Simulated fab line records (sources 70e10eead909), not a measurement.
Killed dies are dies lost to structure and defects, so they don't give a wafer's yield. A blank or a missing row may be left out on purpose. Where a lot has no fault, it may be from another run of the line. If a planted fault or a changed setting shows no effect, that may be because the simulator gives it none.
fab line records	flow nand-harc
record lots=14	wafers=42	last-day=33
route steps=1302 shown A_CHANNEL_HOLE_D2@607 A_CHANNEL_FILL_D2@615
lots with no fault: from the same line, run without faults
start-h: the number of hours between the record's first day and the start of the first shown wafer of the lot	wait-h: time in hours since the lot's previous step	" same as the row above	L1.1+2: one row covering several wafers at once	- value missing, or start not given	* or withheld: withheld	< > ~ a bound
route shown NAME@n: NAME is a module with steps in the file, n the number in the route of the first one	usual: average and standard deviation across the fault-free wafers	same: alike in all rows	chamber/n: place in a boat	sites: per-site readings	_std_site: the values' standard deviation	_edge_site: mean of outer sites minus mean of inner sites	radius-mm: for every site, how far away it sits from the centre of the wafer	mask NAME#n: copy n	behind: the tool/chamber that last shaped the wafer	hold: why the lot was held/for how many hours/how that ended	device: which transistor (n, p or np) failed to switch	end of line: the same wafers' tests at the end of the route	for a step that has no rows: nothing shown but its recipe	killed: dies that structure and defects cost at the first sort, which is not the same as the wafer's yield	map: the dies of a wafer, with x for killed, . for not killed, _ for no die there
set.NAME: the setting that was run; set.NAME@STEP: the one run at that earlier step	model.NAME: the simulator's own value behind a step, which no gauge read
one table for each step of the route and one row for each wafer, over a sample of lots
services: when a tool's chamber went out of use (start-h, in hours from the record's first day, below 0 if earlier), for how many hours, and the reason
## steps
# step NHARC_A_CHANNEL_HOLE_D2_CD_MEAS_31
# usual cd-nm=90.4/1.3
lot.wafer	tool	chamber	start-h	wait-h	cd-nm
L165.1	cd-sem-02	-	302.60	-	86.9
L165.4	"	-	"	"	88.0
L165.5	"	-	"	"	89.6
L167.1	cd-sem-03	-	333.82	-	90.8
L167.3	"	-	"	"	91.2
L167.5	"	-	"	"	91.6
L168.1	cd-sem-03	-	337.98	-	90.5
L168.3	"	-	"	"	91.4
L168.4	"	-	"	"	92.3
L172.2	cd-sem-02	-	356.81	-	89.7
L172.3	"	-	"	"	92.2
L172.6	"	-	"	"	90.3
L171.2	cd-sem-03	-	360.54	-	91.3
L171.4	"	-	"	"	90.1
L171.6	"	-	"	"	90.5
L175.1	cd-sem-02	-	384.66	-	88.9
L175.2	"	-	"	"	90.4
L175.6	"	-	"	"	90.3
L177.2	cd-sem-03	-	426.94	-	90.5
L177.4	"	-	"	"	90.0
L177.6	"	-	"	"	91.2
L179.2	cd-sem-01	-	444.35	0.1	91.5
L179.3	"	-	"	"	89.9
L179.5	"	-	"	"	90.9
L180.2	cd-sem-01	-	444.56	-	91.0
L180.3	"	-	"	"	90.6
L180.4	"	-	"	"	89.1
L183.3	cd-sem-02	-	475.24	-	91.8
L183.5	"	-	"	"	92.0
L183.6	"	-	"	"	90.3
L186.1	cd-sem-01	-	503.99	-	90.4
L186.2	"	-	"	"	89.8
L186.3	"	-	"	"	90.4
L185.4	cd-sem-02	-	504.28	-	87.6
L185.5	"	-	"	"	89.8
L185.6	"	-	"	"	88.7
L187.1	cd-sem-02	-	511.61	-	88.2
L187.2	"	-	"	"	91.7
L187.6	"	-	"	"	93.3
L188.1	cd-sem-03	-	531.19	-	89.3
L188.3	"	-	"	"	89.8
L188.5	"	-	"	"	88.9
# step NHARC_A_CHANNEL_FILL_D2_ALD_15
# recipe target-thk-a=20	pulse-time-s=60	ald-cycles=19	temp-c=630	pressure-torr=2	material=SiNx
# usual precursor-pulse-height-rel=1.002/0.02
lot.wafer	tool	chamber	start-h	wait-h	precursor-pulse-height-rel
L165.1	ald-sin-batch-03	0	-	-	0.984
L165.4	"	0	"	"	0.995
L165.5	"	0	"	"	0.981
L167.1	ald-sin-batch-03	0	-	-	1.029
L167.3	"	0	"	"	0.997
L167.5	"	0	"	"	0.991
L168.1	ald-sin-batch-02	0	-	-	0.988
L168.3	"	0	"	"	1.002
L168.4	"	0	"	"	0.999
L172.2	ald-sin-batch-03	0	-	-	1.017
L172.3	"	0	"	"	0.998
L172.6	"	0	"	"	0.999
L171.2	ald-sin-batch-01	0	-	-	0.990
L171.4	"	0	"	"	1.035
L171.6	"	0	"	"	1.006
L175.1	ald-sin-batch-02	0	-	-	0.980
L175.2	"	0	"	"	1.014
L175.6	"	0	"	"	0.993
L177.2	ald-sin-batch-01	0	-	-	0.998
L177.4	"	0	"	"	1.001
L177.6	"	0	"	"	0.992
L179.2	ald-sin-batch-01	0	-	-	0.972
L179.3	"	0	"	"	1.003
L179.5	"	0	"	"	1.010
L180.2	ald-sin-batch-01	0	-	-	1.000
L180.3	"	0	"	"	0.989
L180.4	"	0	"	"	0.992
L183.3	ald-sin-batch-03	0	-	-	1.022
L183.5	"	0	"	"	0.995
L183.6	"	0	"	"	0.986
L185.4	ald-sin-batch-02	0	-	-	1.033
L185.5	"	0	"	"	1.017
L185.6	"	0	"	"	1.011
L186.1	ald-sin-batch-02	0	-	-	0.968
L186.2	"	0	"	"	1.008
L186.3	"	0	"	"	1.002
L187.1	ald-sin-batch-02	0	-	-	0.959
L187.2	"	0	"	"	1.017
L187.6	"	0	"	"	1.018
L188.1	ald-sin-batch-03	0	-	-	1.033
L188.3	"	0	"	"	0.999
L188.5	"	0	"	"	1.024
# step NHARC_A_CHANNEL_FILL_D2_CVD_18
# recipe target-thk-a=30	temp-c=550	material=poly-Si
# usual spike-tc-bottom-C=571.1/2.5	spike-tc-centre-C=549.9/0.96
lot.wafer	tool	chamber	start-h	wait-h	spike-tc-bottom-C	spike-tc-centre-C
L165.1	lpcvd-poly-03	0	324.92	-	568.2	550.3
L165.4	"	0	"	"	566.9	548.8
L165.5	"	0	"	"	569.4	549.9
L167.1	lpcvd-poly-01	0	356.20	-	568.0	550.9
L167.3	"	0	"	"	570.5	549.4
L167.5	"	0	"	"	568.4	550.5
L168.1	lpcvd-poly-01	0	360.62	-	569.1	550.6
L168.3	"	0	"	"	570.7	550.3
L168.4	"	0	"	"	570.7	551.2
L171.2	lpcvd-poly-04	0	380.37	-	572.5	549.8
L171.4	"	0	"	"	573.1	552.1
L171.6	"	0	"	"	573.5	550.0
L172.2	lpcvd-poly-04	0	380.37	-	573.6	548.8
L172.3	"	0	"	"	575.5	550.3
L172.6	"	0	"	"	572.8	551.3
L172.2	lpcvd-poly-04	0	382.61	0.5	575.0	549.3
L172.3	"	0	"	"	575.2	548.8
L172.6	"	0	"	"	574.1	549.8
L175.1	lpcvd-poly-04	0	407.66	-	573.8	551.1
L175.2	"	0	"	"	574.9	549.3
L175.6	"	0	"	"	576.0	550.3
L175.1	lpcvd-poly-04	0	409.87	0.5	575.6	550.3
L175.2	"	0	"	"	574.5	550.5
L175.6	"	0	"	"	574.0	550.3
L177.2	lpcvd-poly-01	0	447.57	-	570.4	550.1
L177.4	"	0	"	"	570.4	550.7
L177.6	"	0	"	"	571.4	550.3
L179.2	lpcvd-poly-04	0	467.12	-	575.3	551.5
L179.3	"	0	"	"	574.4	549.5
L179.5	"	0	"	"	572.8	550.1
L180.2	lpcvd-poly-04	0	467.12	-	572.0	550.0
L180.3	"	0	"	"	574.0	550.3
L180.4	"	0	"	"	574.5	549.3
L183.3	lpcvd-poly-03	0	496.87	-	568.9	549.4
L183.5	"	0	"	"	566.9	550.0
L183.6	"	0	"	"	567.5	549.2
L185.4	lpcvd-poly-01	0	529.75	-	570.8	550.3
L185.5	"	0	"	"	570.9	551.8
L185.6	"	0	"	"	570.5	549.0
L186.1	lpcvd-poly-01	0	529.75	-	570.2	550.0
L186.2	"	0	"	"	572.7	550.9
L186.3	"	0	"	"	571.6	548.3
L187.1	lpcvd-poly-03	0	537.39	-	567.3	550.6
L187.2	"	0	"	"	569.9	550.4
L187.6	"	0	"	"	568.7	549.8
L188.1	lpcvd-poly-01	0	554.10	-	570.4	550.6
L188.3	"	0	"	"	571.1	549.8
L188.5	"	0	"	"	569.7	549.7
# step NHARC_A_CHANNEL_FILL_D2_STRIP_28
# recipe time-s=20	o2-flow-sccm=500	ar-flow-sccm=0	bias-w=0	chemistry=O2
# usual drypump-motor-current-A=5.7/0.33	oes-product-au=0.998/0.0089	rf-vpp-V=57.6/0.95	showerhead-plenum-p-Torr=3.47/0.15	throttle-valve-pct=17.036/0.0085
# same time-s=20
lot.wafer	tool	chamber	start-h	wait-h	drypump-motor-current-A	oes-product-au	rf-hours-counter-h	rf-vpp-V	showerhead-plenum-p-Torr	throttle-valve-pct
L165.1	rie-diel-08	0	327.23	0.1	5.9	0.993	3	57.8	3.35	17.042
L165.4	"	2	"	"	5.3	1.009	3	57.5	3.69	17.032
L165.5	"	3	"	"	5.6	0.988	-	57.0	3.36	17.044
L167.1	rie-diel-08	0	358.50	0.1	5.9	0.998	5	56.7	3.35	17.050
L167.3	"	1	"	"	5.8	1.008	5	56.3	3.40	17.032
L167.5	"	1	"	"	5.8	1.014	-	57.0	3.40	17.047
L168.3	rie-diel-08	0	362.95	0.1	5.9	1.004	5	57.3	3.35	17.035
L168.4	"	2	"	"	5.3	1.012	4	58.3	3.69	17.023
L168.1	"	3	"	"	5.6	0.993	4	56.5	3.36	17.036
L171.4	rie-diel-08	3	382.78	0.1	5.6	0.982	0	56.9	3.36	17.020
L171.2	"	1	"	"	5.8	0.979	0	57.2	3.40	17.026
L171.6	"	0	"	"	5.9	0.991	-	56.9	3.35	17.034
L172.2	rie-diel-05	3	386.27	0.4	5.4	1.007	20	57.3	3.37	17.034
L172.3	"	0	"	"	6.1	0.994	17	59.1	3.74	17.045
L172.6	"	1	"	"	5.8	1.001	-	56.5	3.33	17.035
L175.2	rie-diel-08	2	412.48	0.1	5.4	1.005	1	59.1	3.69	17.035
L175.1	"	1	"	"	5.9	0.973	1	56.6	3.40	17.030
L175.6	"	2	"	"	5.4	1.005	-	57.8	3.69	17.039
L177.4	rie-diel-08	2	449.86	0.1	5.4	0.992	2	59.2	3.69	17.028
L177.2	"	3	"	"	5.7	0.987	2	56.5	3.36	17.042
L177.6	"	2	"	"	5.3	1.005	-	57.2	3.69	17.033
L179.2	rie-diel-03	1	469.40	0.1	6.1	0.992	0	59.2	3.63	17.017
L179.3	"	3	"	"	5.1	1.013	0	57.8	3.55	17.029
L179.5	"	2	"	"	5.9	1.002	-	58.6	3.68	17.019
L180.3	rie-diel-08	2	469.40	0.1	5.3	1.007	2	58.0	3.69	17.033
L180.4	"	3	"	"	5.7	1.007	3	57.4	3.36	17.026
L180.2	"	1	"	"	5.8	0.985	2	57.4	3.40	17.024
L183.3	rie-diel-03	2	499.18	0.1	5.9	1.006	1	57.3	3.68	17.039
L183.6	"	3	"	"	5.1	1.008	-	58.3	3.55	17.039
L183.5	"	0	"	"	5.5	1.003	-	56.5	3.38	17.043
L186.3	rie-diel-08	2	532.03	0.1	5.3	1.011	4	59.3	3.69	17.024
L186.2	"	0	"	"	5.9	0.993	5	58.3	3.35	17.034
L186.1	"	1	"	"	5.8	0.987	4	58.2	3.40	17.035
L185.4	rie-diel-03	1	532.04	0.1	6.1	0.983	1	58.5	3.63	17.034
L185.6	"	0	"	"	5.5	1.010	-	57.2	3.38	17.031
L185.5	"	1	"	"	6.1	1.000	-	59.2	3.63	17.025
L187.1	rie-diel-05	2	539.66	0.1	6.4	1.006	21	56.5	3.28	17.030
L187.2	"	0	"	"	6.1	0.997	21	57.0	3.73	17.038
L187.6	"	2	"	"	6.4	1.006	-	57.1	3.28	17.038
L188.3	rie-diel-03	1	556.38	0.1	6.1	0.986	2	58.1	3.63	17.041
L188.1	"	3	"	"	5.1	1.009	2	57.4	3.55	17.031
L188.5	"	1	"	"	6.1	0.989	-	58.5	3.63	17.024
## services
tool	chamber	start-h	hours	kind
rie-diel-08	0	297.85	-	clean
rie-diel-08	1	297.85	-	clean
rie-diel-08	2	297.85	-	clean
rie-diel-08	3	297.85	-	clean
rie-diel-08	0	322.35	-	clean
rie-diel-08	1	322.35	-	clean
rie-diel-08	2	322.35	-	clean
rie-diel-08	3	322.35	-	clean
rie-diel-03	3	333.76	23.0	repair
rie-diel-08	0	346.85	-	clean
rie-diel-08	1	346.85	-	clean
rie-diel-03	3	358.08	4.2	repair
rie-diel-08	-	367.85	9.0	pm
rie-diel-03	2	378.04	8.3	repair
rie-diel-05	-	380.22	2.2	repair
lpcvd-poly-03	-	387.11	26.0	pm
rie-diel-08	2	396.73	13.0	repair
rie-diel-05	-	406.65	9.0	pm
rie-diel-03	-	415.80	0.1	repair
rie-diel-03	1	420.43	4.5	repair
rie-diel-03	-	458.30	9.0	pm
ald-sin-batch-01	-	506.00	26.0	pm
rie-diel-08	-	544.85	9.0	pm
lpcvd-poly-03	-	546.88	23.0	repair
## key
first-sign step=NHARC_A_CHANNEL_FILL_D2_CVD_18	reading=visit	direction=added
effect none on later readings
met-at NHARC_A_CHANNEL_FILL_D2_CVD_18
struck-lots L172,L175
later-rows-left-out L172.2,L172.3,L172.6,L175.1,L175.2,L175.6
sort-left-out L172.2,L172.3,L172.6,L175.1,L175.2,L175.6
tester-left-out L172,L175
not-acting-at NHARC_A_CHANNEL_HOLE_D2_CD_MEAS_31,NHARC_A_CHANNEL_FILL_D2_ALD_15,NHARC_A_CHANNEL_FILL_D2_STRIP_28
fault kind=repeated-step-whole	tool=lpcvd-poly-01,lpcvd-poly-03,lpcvd-poly-04	chamber=-	onset-h=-	steps=NHARC_A_CHANNEL_FILL_D2_CVD_18	times=1	scope=struck-lots-only
# tester-left-out: of these lots the tester's yield and bins aren't shown, on N5 and GAA mostly nor the transistor test; their killed dies are dies lost to structure and defects alone, not to doping, threshold or leakage, so they don't give the yield
# sort-left-out: the simulated sort isn't trusted on such a fault, so these wafers' sort isn't shown, and their yield isn't known
# later-rows-left-out: the simulator's readings of these wafers behind a module that went badly wrong aren't trusted and aren't shown, but for the sort
